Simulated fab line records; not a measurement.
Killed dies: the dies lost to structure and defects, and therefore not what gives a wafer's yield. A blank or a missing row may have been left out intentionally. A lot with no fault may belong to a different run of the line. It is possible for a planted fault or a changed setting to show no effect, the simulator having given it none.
Struck lot and sound lot, side by side :: flow n5-finfet :: 14 steps out of a route of 1938
Sound: wafers L194.2, L194.4, L194.6. Struck: wafer L199.5 (left out: L199.6, a lot-mate that was not struck); the cause follows at the end.
Per side, at each step with rows, come the tool, then ch with its chambers, and then its first start. Under that, the readings that differ: sound wafers :: struck wafers :: difference of the means :: sigmas: that difference in standard deviations of wafers without a fault.
alike: readings whose means differ by less than 2 such deviations, and words and numbers that are the same on both sides. not compared: withheld readings, readings that some wafer has no value for, bounds like >300 that may hide the same value, and numbers for which the record gives no deviation and whose values overlap.
The two part at a step that has a row with sigmas, a row that says differs or no value, or rows on one side only. Numbers that have no deviation but don't overlap get no sigmas and don't part them. A reading missing from all wafers of one side parts the sides only when that side holds two or more wafers.

first, 4 steps without rows for these wafers: N5_BEOL_M13_ETCH_68 (etches SOC in N2/H2, time 355 s); N5_BEOL_M13_STRIP_69 (strips in N2/H2); N5_BEOL_M13_TRENCH_ETCH_34 (etches SiOC in C4F8/O2/Ar, target depth 413.47 nm, time 162.6 s); N5_BEOL_M13_STRIP_70 (strips in C4F8/O2/Ar).
N5_BEOL_M13_OCD_MEAS_35:
  sound: ocd-02 at day 13 05:13; struck: ocd-02 at day 14 17:55
  alike: trench-depth-nm
N5_BEOL_M13_STRIP_37: strips in N2/H2.
  sound on plasma-asher-01 ch 0, day 13 05:15; struck on plasma-asher-01 ch 0, day 14 17:59
  alike: drypump-motor-current-A, heater-power-w, oes-product-au
  not compared: rf-hours-counter-h
N5_BEOL_M13_ETCH_38: etches SiCN in CF4/N2, target depth 67.5 nm, time 71.9 s.
  sound on rie-diel-03 ch 1,2, day 13 05:25; struck on rie-diel-05 ch 3, day 14 19:32
reading: drypump-motor-current-A (A)
sound: 5.7 4.8 4.8
struck: 6.4
difference: +1.3
sigmas: +3

reading: rf-vpp-V (V)
sound: 385.1 383.7 384.2
struck: 381.1
difference: -3.2
sigmas: -2

reading: showerhead-plenum-p-Torr (Torr)
sound: 2.26 2.24 2.24
struck: 2.15
difference: -0.10
sigmas: -2

reading: throttle-valve-pct (%)
sound: 15.09 15.31 15.31
struck: 15.74
difference: +0.50
sigmas: +2
  alike: cf4-flow-sccm, oes-product-au
  not compared: rf-hours-counter-h
then, 2 steps without rows for these wafers: N5_BEOL_M13_PRECLEAN_39 (cleans in residue remover, time 60 s); N5_BEOL_M13_SRD_40 (time 30 s, dry time 30 s).
N5_BEOL_M13_DEGAS_41: time 60 s.
  sound: pvd-sputter-01 at day 13 06:01; struck: pvd-sputter-01 at day 14 20:07
  alike: heater-power-w
N5_BEOL_M13_PRE_CLEAN_42: time 30 s.
  sound: pvd-sputter-01 at day 13 06:03; struck: pvd-sputter-01 at day 14 20:10
  alike: heater-power-w
N5_BEOL_M13_SPUTTER_43: material TaN, target thk 15 nm, time 24.19 s.
  sound: pvd-sputter-01 at day 13 06:05; struck: pvd-sputter-01 at day 14 20:14
reading: chamber-pressure-pa (Pa)
sound: 0.11999 0.11961 0.11997
struck: 0.12045
difference: +0.00059
sigmas: +2
  alike: cathode-dc-power-W, throttle-valve-pct
N5_BEOL_M13_SPUTTER_44: material Ta, target thk 10 nm, time 16.13 s.
  sound: pvd-sputter-01 at day 13 06:10; struck: pvd-sputter-01 at day 14 20:19
reading: model.Ta_of_BEOL_M13_SPUTTER_44.thk-nm (nm)
sound: 10.2 10 9.8
struck: 8.6
difference: -1.4
sigmas: 
  alike: cathode-dc-power-W, chamber-pressure-pa, throttle-valve-pct
then, 1 step without rows for these wafers: N5_BEOL_M13_SPUTTER_45 (material Cu, target thk 80 nm, time 13.33 s).

WHERE THEY PART
Last at N5_BEOL_M13_SPUTTER_43 as far as this record goes, first at N5_BEOL_M13_ETCH_38. Later steps at which nothing parts them and some readings are alike: N5_BEOL_M13_SPUTTER_44.

WHY: what the simulator had put in
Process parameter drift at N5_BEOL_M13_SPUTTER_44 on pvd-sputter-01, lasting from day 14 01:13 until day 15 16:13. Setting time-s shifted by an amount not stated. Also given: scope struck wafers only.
